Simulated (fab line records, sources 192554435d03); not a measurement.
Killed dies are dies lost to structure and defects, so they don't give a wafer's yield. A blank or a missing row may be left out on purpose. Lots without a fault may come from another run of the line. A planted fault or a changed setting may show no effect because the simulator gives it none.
Which tool did it? | flow n5_finfet | 24 lots, 72 wafers sampled, at 6 steps of a route of 1938

WHAT THE GAUGES READ, wafer by wafer
N5_BEOL_M14_CD_MEAS_17: target cd 250 nm.
lot  | measured     | on        | cd_nm (nm)
L074 | day 12 06:11 | cd_sem-03 | 252.4 249.8 249.8
L076 | day 12 06:37 | cd_sem-01 | 253.3 251.8 252.3
L075 | day 12 06:55 | cd_sem-01 | 251.2 251.5 251.1
L078 | day 13 03:08 | cd_sem-03 | 251.8 252.3 252.6
L077 | day 13 08:49 | cd_sem-01 | 252.2 253.1 252.8
L079 | day 14 00:31 | cd_sem-03 | 249.5 248.8 251.2
L080 | day 14 07:59 | cd_sem-02 | 251.7 254.2 251.4
L081 | day 14 08:49 | cd_sem-02 | 254.1 253.7 253.5
L082 | day 14 18:36 | cd_sem-02 | 252.0 248.8 252.5
L083 | day 15 17:34 | cd_sem-03 | 253.5 253.8 252.8
L084 | day 16 10:48 | cd_sem-03 | 250.8 250.6 250.2
L085 | day 16 11:29 | cd_sem-02 | 250.4 253.3 250.5
L088 | day 16 12:02 | cd_sem-01 | 253.3 252.6 252.8
L086 | day 16 20:24 | cd_sem-03 | 252.2 252.7 251.0
L087 | day 17 02:11 | cd_sem-02 | 251.9 253.1 251.6
L089 | day 17 04:22 | cd_sem-01 | 250.0 255.0 253.4
L092 | day 17 06:39 | cd_sem-03 | 252.1 252.5 251.8
L090 | day 17 08:49 | cd_sem-01 | 252.4 255.4 257.0
L091 | day 17 15:43 | cd_sem-02 | 255.2 253.3 250.4
L094 | day 17 18:32 | cd_sem-02 | 251.8 249.4 251.5
L093 | day 17 18:58 | cd_sem-02 | 251.9 252.4 251.8
L096 | day 18 12:11 | cd_sem-01 | 248.9 251.0 250.8
L095 | day 18 13:56 | cd_sem-03 | 250.8 252.2 250.0
L097 | day 19 12:28 | cd_sem-03 | 254.7 254.1 254.8

N5_BEOL_M14_OCD_MEAS_35.
lot  | measured     | on     | trench_depth_nm (nm)
L074 | day 12 07:20 | ocd-01 | 556 551 540
L076 | day 12 07:38 | ocd-02 | 557 539 541
L075 | day 12 08:04 | ocd-01 | 551 541 547
L078 | day 13 04:17 | ocd-01 | 579 547 550
L077 | day 13 09:50 | ocd-01 | 550 552 581
L079 | day 14 01:40 | ocd-01 | 552 544 585
L080 | day 14 09:07 | ocd-01 | 539 564 559
L081 | day 14 09:55 | ocd-01 | 543 561 559
L082 | day 14 19:38 | ocd-01 | 546 557 555
L083 | day 15 18:46 | ocd-01 | 541 537 579
L084 | day 16 11:50 | ocd-02 | 548 566 549
L085 | day 16 12:32 | ocd-01 | 577 541 563
L088 | day 16 13:04 | ocd-02 | 563 561 560
L086 | day 16 21:33 | ocd-01 | 557 552 560
L087 | day 17 03:21 | ocd-02 | 550 566 546
L089 | day 17 05:37 | ocd-02 | 553 554 564
L092 | day 17 07:48 | ocd-02 | 566 568 559
L090 | day 17 09:58 | ocd-02 | 552 561 567
L091 | day 17 16:52 | ocd-01 | 565 549 552
L094 | day 17 19:41 | ocd-01 | 559 546 565
L093 | day 17 20:07 | ocd-01 | 554 554 555
L096 | day 18 13:31 | ocd-01 | 545 573 563
L095 | day 18 14:57 | ocd-02 | 553 566 575
L097 | day 19 13:37 | ocd-02 | 543 561 550

N5_BEOL_M15_RS_MEAS_54: measures by four-point-probe.
lot  | measured     | on            | M15_RS (ohm/sq)
L074 | day 12 17:22 | film_metro-02 | 0.0214 0.0213 0.0213
L076 | day 12 19:31 | film_metro-02 | 0.0219 0.0218 0.0224
L075 | day 12 17:38 | film_metro-01 | 0.0224 0.0222 0.0223
L078 | day 13 14:08 | film_metro-02 | 0.0222 0.0222 0.0222
L077 | day 13 18:55 | film_metro-01 | 0.0214 0.0216 0.0212
L079 | day 14 11:44 | film_metro-02 | 0.0225 0.0223 0.0212
L080 | day 14 18:34 | film_metro-02 | 0.0210 0.0215 0.0208
L081 | day 14 19:06 | film_metro-02 | 0.0213 0.0225 0.0222
L082 | day 15 08:32 | film_metro-02 | 0.0214 0.0212 0.0215
L083 | day 16 04:04 | film_metro-02 | 0.0217 0.0221 0.0219
L084 | day 16 23:43 | film_metro-01 | 0.0218 0.0217 0.0220
L085 | day 17 00:01 | film_metro-01 | 0.0221 0.0218 0.0213
L088 | day 17 02:15 | film_metro-02 | 0.0211 0.0216 0.0211
L086 | day 17 06:05 | film_metro-02 | 0.0223 0.0230 0.0214
L087 | day 17 13:07 | film_metro-01 | 0.0220 0.0210 0.0221
L089 | day 17 15:29 | film_metro-02 | 0.0228 0.0213 0.0220
L092 | day 17 21:53 | film_metro-02 | 0.0229 0.0227 0.0212
L090 | day 17 22:40 | film_metro-01 | 0.0213 0.0218 0.0213
L091 | day 18 06:18 | film_metro-02 | 0.0212 0.0215 0.0211
L094 | day 18 03:26 | film_metro-01 | 0.0211 0.0216 0.0219
L093 | day 18 07:29 | film_metro-01 | 0.0212 0.0220 0.0212
L096 | day 19 05:14 | film_metro-02 | 0.0213 0.0217 0.0222
L095 | day 19 04:49 | film_metro-01 | 0.0217 0.0216 0.0214
L097 | day 20 03:59 | film_metro-02 | 0.0213 0.0213 0.0217

WHICH TOOL RAN EACH LOT (tool, then ch and the chambers of the sampled wafers, then the start)
lot  | N5_BEOL_M14_ETCH_59                | N5_BEOL_M14_ANNEAL_48            | N5_BEOL_M14_CMP_49
L074 | rie_diel-06 ch 0,2,3, day 12 05:46 | rtp_anneal-02 ch 0, day 12 09:49 | cmp-04 ch 1,2, day 12 10:04
L076 | rie_diel-06 ch 1,2,3, day 12 06:12 | rtp_anneal-01 ch 0, day 12 09:53 | cmp-01 ch 0,1,3, day 12 10:10
L075 | rie_diel-01 ch 0,1,2, day 12 06:31 | rtp_anneal-02 ch 0, day 12 10:18 | cmp-02 ch 0,2, day 12 10:33
L078 | rie_diel-01 ch 1,2,3, day 13 02:43 | rtp_anneal-01 ch 0, day 13 07:26 | cmp-01 ch 1,3, day 13 07:44
L077 | rie_diel-06 ch 1,2, day 13 08:25   | rtp_anneal-02 ch 0, day 13 12:57 | cmp-01 ch 2,3, day 13 13:16
L079 | rie_diel-01 ch 0,2,3, day 14 00:07 | rtp_anneal-02 ch 0, day 14 04:43 | cmp-04 ch 0,1,2, day 14 05:01
L080 | rie_diel-04 ch 0,1,2, day 14 07:35 | rtp_anneal-02 ch 0, day 14 11:03 | cmp-04 ch 0,1,2, day 14 11:22
L081 | rie_diel-06 ch 1,2,3, day 14 08:19 | rtp_anneal-01 ch 0, day 14 11:26 | cmp-02 ch 0,2,3, day 14 11:41
L082 | rie_diel-01 ch 0,2,3, day 14 18:12 | rtp_anneal-02 ch 0, day 15 00:53 | cmp-01 ch 0,2,3, day 15 01:12
L083 | rie_diel-01 ch 1,2,3, day 15 17:10 | rtp_anneal-01 ch 0, day 15 22:29 | cmp-04 ch 0,1,3, day 15 22:47
L084 | rie_diel-06 ch 2,3, day 16 10:22   | rtp_anneal-02 ch 0, day 16 15:44 | cmp-01 ch 0,1,2, day 16 16:04
L085 | rie_diel-04 ch 0,2, day 16 11:05   | rtp_anneal-01 ch 0, day 16 15:48 | cmp-02 ch 0,3, day 16 16:01
L088 | rie_diel-04 ch 0,2, day 16 11:38   | rtp_anneal-01 ch 0, day 16 16:28 | cmp-02 ch 0,1,2, day 16 16:46
L086 | rie_diel-01 ch 2,3, day 16 20:00   | rtp_anneal-01 ch 0, day 16 23:35 | cmp-04 ch 2,3, day 16 23:52
L087 | rie_diel-06 ch 1,3, day 17 01:47   | rtp_anneal-02 ch 0, day 17 05:22 | cmp-04 ch 0,3, day 17 05:40
L089 | rie_diel-01 ch 1,3, day 17 03:56   | rtp_anneal-02 ch 0, day 17 06:50 | cmp-02 ch 0,1, day 17 07:05
L092 | rie_diel-01 ch 0,2,3, day 17 06:15 | rtp_anneal-02 ch 0, day 17 11:20 | cmp-01 ch 1,3, day 17 11:35
L090 | rie_diel-04 ch 0,2,3, day 17 08:24 | rtp_anneal-01 ch 0, day 17 11:49 | cmp-02 ch 2,3, day 17 12:01
L091 | rie_diel-01 ch 1,2, day 17 15:19   | rtp_anneal-02 ch 0, day 17 21:36 | cmp-01 ch 0,1,2, day 17 21:57
L094 | rie_diel-04 ch 0,1,2, day 17 18:08 | rtp_anneal-01 ch 0, day 17 21:25 | cmp-02 ch 0,3, day 17 21:43
L093 | rie_diel-01 ch 0,3, day 17 18:32   | rtp_anneal-01 ch 0, day 18 01:50 | cmp-02 ch 0,2, day 18 02:10
L096 | rie_diel-01 ch 0,1,3, day 18 11:38 | rtp_anneal-02 ch 0, day 18 20:10 | cmp-02 ch 0,1,2, day 18 20:29
L095 | rie_diel-01 ch 0,3, day 18 13:31   | rtp_anneal-02 ch 0, day 18 20:28 | cmp-04 ch 0,3, day 18 20:44
L097 | rie_diel-06 ch 1,2,3, day 19 12:02 | rtp_anneal-02 ch 0, day 19 17:56 | cmp-04 ch 1,2,3, day 19 18:15
- N5_BEOL_M14_ETCH_59: etches BARC in N2/H2, target depth 89 nm, overetch 26.7 nm, time 67.9 s.
- N5_BEOL_M14_ANNEAL_48: time 90 s.
- N5_BEOL_M14_CMP_49: polishes, stops on SiO2, t overpolish 5.2 s, target thk 560 nm.

WHAT THE TOOLS THEMSELVES READ (means of the sampled wafers that have a number; where no wafer has one, the mark that the record gives instead)
N5_BEOL_M14_ETCH_59.
lot  | tool        | drypump_motor_current_A (A) | oes_product_au (a.u.) | rf_vpp_V (V) | showerhead_plenum_p_Torr (Torr) | throttle_valve_pct (%)
L074 | rie_diel-06 | 5.2                         | 0.70                  | 523.5        | 2.52                            | 17.46
L076 | rie_diel-06 | 5.4                         | 0.68                  | 524.3        | 2.52                            | 17.74
L075 | rie_diel-01 | 5.7                         | 0.66                  | 527.2        | 2.66                            | 17.68
L078 | rie_diel-01 | 5.5                         | 0.66                  | 526.2        | 2.62                            | 17.76
L077 | rie_diel-06 | 5.6                         | 0.73                  | 524.5        | 2.58                            | 17.66
L079 | rie_diel-01 | 5.7                         | 0.69                  | 526.2        | 2.64                            | 17.54
L080 | rie_diel-04 | 6.1                         | 0.64                  | 523.5        | 2.56                            | 17.92
L081 | rie_diel-06 | 5.4                         | 0.75                  | 526.9        | 2.62                            | 17.62
L082 | rie_diel-01 | 5.7                         | 0.68                  | 527.6        | 2.64                            | 17.57
L083 | rie_diel-01 | 5.5                         | 0.73                  | 525.2        | 2.61                            | 17.64
L084 | rie_diel-06 | 5.4                         | 0.73                  | 526.0        | 2.63                            | 17.54
L085 | rie_diel-04 | 6.0                         | 0.74                  | 524.1        | 2.54                            | 17.55
L088 | rie_diel-04 | 6.0                         | 0.76                  | 522.7        | 2.51                            | 17.58
L086 | rie_diel-01 | 5.7                         | 0.66                  | 526.0        | 2.62                            | 17.69
L087 | rie_diel-06 | 5.1                         | 0.72                  | 527.0        | 2.64                            | 17.62
L089 | rie_diel-01 | 5.3                         | 0.76                  | 524.7        | 2.58                            | 17.63
L092 | rie_diel-01 | 5.7                         | 0.67                  | 526.5        | 2.63                            | 17.59
L090 | rie_diel-04 | 5.8                         | 0.72                  | 523.9        | 2.53                            | 17.52
L091 | rie_diel-01 | 5.5                         | 0.73                  | 525.5        | 2.61                            | 17.66
L094 | rie_diel-04 | 6.1                         | 0.76                  | 524.4        | 2.55                            | 17.69
L093 | rie_diel-01 | 5.4                         | 0.67                  | 526.1        | 2.59                            | 17.60
L096 | rie_diel-01 | 5.5                         | 0.71                  | 526.8        | 2.60                            | 17.59
L095 | rie_diel-01 | 5.7                         | 0.67                  | 526.1        | 2.62                            | 17.53
L097 | rie_diel-06 | 5.4                         | 0.68                  | 525.5        | 2.60                            | 17.71

N5_BEOL_M14_ANNEAL_48.
lot  | tool          | wafer_temp_C_max
L074 | rtp_anneal-02 | 226.9
L076 | rtp_anneal-01 | 225.8
L075 | rtp_anneal-02 | 226.8
L078 | rtp_anneal-01 | 225.8
L077 | rtp_anneal-02 | 226.5
L079 | rtp_anneal-02 | 226.4
L080 | rtp_anneal-02 | 226.3
L081 | rtp_anneal-01 | 225.8
L082 | rtp_anneal-02 | 226.3
L083 | rtp_anneal-01 | 226.2
L084 | rtp_anneal-02 | 226.6
L085 | rtp_anneal-01 | 226.0
L088 | rtp_anneal-01 | 225.7
L086 | rtp_anneal-01 | 226.0
L087 | rtp_anneal-02 | 226.3
L089 | rtp_anneal-02 | 226.5
L092 | rtp_anneal-02 | 226.4
L090 | rtp_anneal-01 | 226.1
L091 | rtp_anneal-02 | 226.5
L094 | rtp_anneal-01 | 225.8
L093 | rtp_anneal-01 | 226.1
L096 | rtp_anneal-02 | 226.6
L095 | rtp_anneal-02 | 226.4
L097 | rtp_anneal-02 | 226.9

N5_BEOL_M14_CMP_49.
lot  | tool   | barrier_field_endpoint_s (s) | motor_current_A (A) | overpolish_run_s (s) | platen_rpm (rpm) | time_to_endpoint_s (s)
L074 | cmp-04 | 11.8                         | 7.4                 | 5.205                | 80.04            | 128
L076 | cmp-01 | 11.4                         | 8.1                 | 5.203                | 79.97            | 121
L075 | cmp-02 | 11.5                         | 8.2                 | 5.205                | 80.00            | 124
L078 | cmp-01 | 11.6                         | 8.2                 | 5.194                | 80.04            | 123
L077 | cmp-01 | 11.1                         | 8.0                 | 5.201                | 80.00            | 119
L079 | cmp-04 | 11.6                         | 7.4                 | 5.197                | 79.98            | 127
L080 | cmp-04 | 11.5                         | 7.5                 | 5.208                | 79.98            | 124
L081 | cmp-02 | 11.5                         | 8.4                 | 5.209                | 79.97            | 120
L082 | cmp-01 | 11.3                         | 8.0                 | 5.201                | 80.00            | 118
L083 | cmp-04 | 11.6                         | 7.4                 | 5.199                | 80.05            | 124
L084 | cmp-01 | 11.5                         | 7.9                 | 5.196                | 79.95            | 118
L085 | cmp-02 | 11.3                         | 8.7                 | 5.187                | 80.06            | 122
L088 | cmp-02 | 11.7                         | 8.0                 | 5.192                | 80.00            | 125
L086 | cmp-04 | 11.7                         | 7.6                 | 5.193                | 80.04            | 124
L087 | cmp-04 | 11.8                         | 7.5                 | 5.194                | 79.94            | 126
L089 | cmp-02 | 11.5                         | 8.2                 | 5.190                | 79.99            | 121
L092 | cmp-01 | 11.6                         | 8.6                 | 5.193                | 80.01            | 121
L090 | cmp-02 | 10.9                         | 8.4                 | 5.211                | 79.97            | 116
L091 | cmp-01 | 11.1                         | 7.7                 | 5.204                | 80.00            | 117
L094 | cmp-02 | 10.9                         | 8.5                 | 5.200                | 80.01            | 116
L093 | cmp-02 | 11.7                         | 8.4                 | 5.195                | 79.95            | 126
L096 | cmp-02 | 11.4                         | 7.9                 | 5.191                | 80.00            | 122
L095 | cmp-04 | 11.9                         | 7.2                 | 5.202                | 79.99            | 126
L097 | cmp-04 | 11.5                         | 7.5                 | 5.198                | 79.98            | 124

THE ANSWER, worked out from the rows above alone
Rule: what is usual is taken from the lots themselves. Put in order of their means at a reading, lots are off if they are a third of the lots or fewer, leave a main group of 4 or more, and stand apart from it by a gap of 3 or more times the standard deviation of the main group's means; of several such gaps the widest counts. A main group whose means are all the same, to the digits that the tables above print for the reading, isn't used. A lot without any number at a reading at which 4 lots or more have one is off too. The other lots that the step has rows for count as sound. The gauges are gone through in route order, then the tools' own readings, and for those a lot's mean is taken as printed above. The first step at which some lot is off is used, and at that step the reading that is off furthest; a lot without a number counts as furthest.
No lot is off at any reading shown: from this, nothing can be told.

WHAT THE SIMULATOR HAD PUT IN
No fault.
